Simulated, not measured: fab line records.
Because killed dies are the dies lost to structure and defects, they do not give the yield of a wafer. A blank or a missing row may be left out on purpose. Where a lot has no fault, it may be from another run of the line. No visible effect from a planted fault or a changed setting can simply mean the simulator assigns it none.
Chamber matching    flow nandHarc    NHARC_P_M2_CMP_23 on cmp-03: 4 sister chambers
The step polishes, t overpolish 20 s, target thk 144.3 nm. 4 wafers are shown with their chamber, then 9 later ones without.

## WAFERS PAIRED WITH THEIR CHAMBERS
wafer   chamber  motorCurrentA (A)
L085.3  3        12.4
L085.5  0        13.1
L086.5  1        12.4
L086.6  2        11.5

## WAFERS WHOSE CHAMBER IS MISSING
wafer   motorCurrentA (A)
L089.1  12.7
L089.2  12.4
L089.3  12.0
L092.1  11.1
L092.2  10.6
L092.4  13.3
L093.3  11.5
L093.5  12.2
L093.6  12.8

## WHICH CHAMBER EACH ONE RAN IN
wafer    from the rows above                 in truth
L089.1   can't be placed: 1 or 3 or 0        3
L089.2   can't be placed: 1 or 3 or 0        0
L089.3   can't be placed: 1 or 3 or 2 or 0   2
L092.1   2                                   2
L092.2   2                                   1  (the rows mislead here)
L092.4   can't be placed: 0 or 1 or 3        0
L093.3   2                                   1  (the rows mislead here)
L093.5   can't be placed: 1 or 3 or 2 or 0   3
L093.6   can't be placed: 0 or 1 or 3        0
1 of 9 placed correctly. Unplaceable from these rows: 6, with the true chamber sitting among the candidates in 6. Placed wrongly: 2.
How it was worked out, from the rows above alone: a wafer's distance from a chamber is the root of the sum, over the readings, of the square of ((its reading less the chamber's mean) divided by the reading's scatter). The wafer belongs to the nearest chamber; if the next one is less than 2 further off, it can't be placed. The mean given for a chamber averages the wafers shown for that chamber. The scatter (one wafer shown for each chamber): square how far every hidden wafer sits from the nearest shown wafer, average those squares and take the square root.
